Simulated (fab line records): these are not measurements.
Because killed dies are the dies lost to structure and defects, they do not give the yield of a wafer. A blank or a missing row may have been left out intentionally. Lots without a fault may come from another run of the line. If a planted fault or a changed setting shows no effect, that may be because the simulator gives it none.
Chamber matching :: flow n5Finfet :: pecvd-04 running N5_BEOL_M13_ILD_DEP_00: 3 sister chambers
The step deposits SiOC from DEMS/O2, target thk 837.92 nm, time 166.4 s. 24 wafers are shown with their chamber, then 12 later ones without.

== WAFERS, EACH WITH ITS CHAMBER ==
wafer: L074.1
chamber: 2
throttleValvePct (%): 11.1
heaterPowerW (W): 541
showerheadPlenumPTorr (Torr): 5.693

wafer: L074.2
chamber: 0
throttleValvePct (%): 12.5
heaterPowerW (W): 456
showerheadPlenumPTorr (Torr): 5.685

wafer: L074.3
chamber: 1
throttleValvePct (%): 11.7
heaterPowerW (W): 550
showerheadPlenumPTorr (Torr): 5.708

wafer: L075.1
chamber: 0
throttleValvePct (%): 12.6
heaterPowerW (W): 429
showerheadPlenumPTorr (Torr): 5.686

wafer: L075.3
chamber: 2
throttleValvePct (%): 11.4
heaterPowerW (W): 596
showerheadPlenumPTorr (Torr): 5.688

wafer: L075.5
chamber: 2
throttleValvePct (%): 11.1
heaterPowerW (W): 467
showerheadPlenumPTorr (Torr): 5.689

wafer: L080.2
chamber: 1
throttleValvePct (%): 11.4
heaterPowerW (W): 490
showerheadPlenumPTorr (Torr): 5.732

wafer: L080.3
chamber: 2
throttleValvePct (%): 11.5
heaterPowerW (W): 559
showerheadPlenumPTorr (Torr): 5.689

wafer: L080.6
chamber: 2
throttleValvePct (%): 11.4
heaterPowerW (W): 579
showerheadPlenumPTorr (Torr): 5.693

wafer: L082.2
chamber: 0
throttleValvePct (%): 13.0
heaterPowerW (W): 402
showerheadPlenumPTorr (Torr): 5.691

wafer: L082.3
chamber: 2
throttleValvePct (%): 11.4
heaterPowerW (W): 483
showerheadPlenumPTorr (Torr): 5.684

wafer: L082.5
chamber: 2
throttleValvePct (%): 11.3
heaterPowerW (W): 517
showerheadPlenumPTorr (Torr): 5.678

wafer: L084.1
chamber: 2
throttleValvePct (%): 11.4
heaterPowerW (W): 550
showerheadPlenumPTorr (Torr): 5.689

wafer: L084.5
chamber: 2
throttleValvePct (%): 11.1
heaterPowerW (W): 567
showerheadPlenumPTorr (Torr): 5.693

wafer: L084.6
chamber: 1
throttleValvePct (%): 11.7
heaterPowerW (W): 546
showerheadPlenumPTorr (Torr): 5.708

wafer: L087.1
chamber: 2
throttleValvePct (%): 11.4
heaterPowerW (W): 504
showerheadPlenumPTorr (Torr): 5.690

wafer: L087.2
chamber: 0
throttleValvePct (%): 12.6
heaterPowerW (W): 414
showerheadPlenumPTorr (Torr): 5.687

wafer: L087.3
chamber: 1
throttleValvePct (%): 11.8
heaterPowerW (W): 538
showerheadPlenumPTorr (Torr): 5.713

wafer: L087.4
chamber: 0
throttleValvePct (%): 12.8
heaterPowerW (W): 444
showerheadPlenumPTorr (Torr): 5.682

wafer: L087.5
chamber: 1
throttleValvePct (%): 11.7
heaterPowerW (W): 547
showerheadPlenumPTorr (Torr): 5.706

wafer: L087.6
chamber: 2
throttleValvePct (%): 11.4
heaterPowerW (W): 526
showerheadPlenumPTorr (Torr): 5.679

wafer: L092.1
chamber: 0
throttleValvePct (%): 12.7
heaterPowerW (W): 448
showerheadPlenumPTorr (Torr): 5.688

wafer: L092.2
chamber: 2
throttleValvePct (%): 11.2
heaterPowerW (W): 511
showerheadPlenumPTorr (Torr): 5.687

wafer: L092.4
chamber: 2
throttleValvePct (%): 11.2
heaterPowerW (W): 541
showerheadPlenumPTorr (Torr): 5.710

SIGNATURES, as means of the wafers listed above
reading: throttleValvePct
chamber 0: 12.700
chamber 1: 11.660
chamber 2: 11.300
scatter within a chamber: 0.153

reading: heaterPowerW
chamber 0: 432.17
chamber 1: 534.20
chamber 2: 533.92
scatter within a chamber: 32

reading: showerheadPlenumPTorr
chamber 0: 5.68650
chamber 1: 5.71340
chamber 2: 5.68938
scatter within a chamber: 0.0077
Rule: a wafer's distance from a chamber is the root of the sum, over the readings, of the square of ((its reading less the chamber's mean) divided by the reading's scatter). The wafer belongs to the nearest chamber; if the next one is less than 2 further off, it can't be placed. How the scatter is found: for the shown wafers, subtract from each reading the mean of its chamber, square and add these, divide the total by (wafers less chambers), then take the root.

== WAFERS WHOSE CHAMBER IS MISSING ==
wafer: L091.1
throttleValvePct (%): 12.4
heaterPowerW (W): 390
showerheadPlenumPTorr (Torr): 5.687

wafer: L091.2
throttleValvePct (%): 11.5
heaterPowerW (W): 556
showerheadPlenumPTorr (Torr): 5.706

wafer: L091.3
throttleValvePct (%): 11.4
heaterPowerW (W): 567
showerheadPlenumPTorr (Torr): 5.690

wafer: L091.4
throttleValvePct (%): 11.5
heaterPowerW (W): 570
showerheadPlenumPTorr (Torr): 5.720

wafer: L091.5
throttleValvePct (%): 12.7
heaterPowerW (W): 418
showerheadPlenumPTorr (Torr): 5.675

wafer: L091.6
throttleValvePct (%): 11.5
heaterPowerW (W): 453
showerheadPlenumPTorr (Torr): 5.693

wafer: L094.2
throttleValvePct (%): 11.5
heaterPowerW (W): 537
showerheadPlenumPTorr (Torr): 5.719

wafer: L094.5
throttleValvePct (%): 11.4
heaterPowerW (W): 608
showerheadPlenumPTorr (Torr): 5.687

wafer: L094.6
throttleValvePct (%): 12.7
heaterPowerW (W): 461
showerheadPlenumPTorr (Torr): 5.679

wafer: L097.1
throttleValvePct (%): 11.1
heaterPowerW (W): 563
showerheadPlenumPTorr (Torr): 5.687

wafer: L097.2
throttleValvePct (%): 11.4
heaterPowerW (W): 568
showerheadPlenumPTorr (Torr): 5.719

wafer: L097.6
throttleValvePct (%): 11.4
heaterPowerW (W): 575
showerheadPlenumPTorr (Torr): 5.677

== WHICH CHAMBER EACH WENT THROUGH ==
wafer: L091.1
from the rows above: 0
in truth: 0

wafer: L091.2
from the rows above: can't be placed: 1 or 2
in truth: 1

wafer: L091.3
from the rows above: 2
in truth: 2

wafer: L091.4
from the rows above: 1
in truth: 1

wafer: L091.5
from the rows above: 0
in truth: 0

wafer: L091.6
from the rows above: can't be placed: 2 or 1
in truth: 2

wafer: L094.2
from the rows above: 1
in truth: 1

wafer: L094.5
from the rows above: 2
in truth: 2

wafer: L094.6
from the rows above: 0
in truth: 0

wafer: L097.1
from the rows above: 2
in truth: 2

wafer: L097.2
from the rows above: can't be placed: 1 or 2
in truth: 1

wafer: L097.6
from the rows above: 2
in truth: 2
Correct placement for 9 of the 12. From these rows, 3 cannot be placed; in 3 the true chamber is one of the candidates. Number placed wrongly: 0.
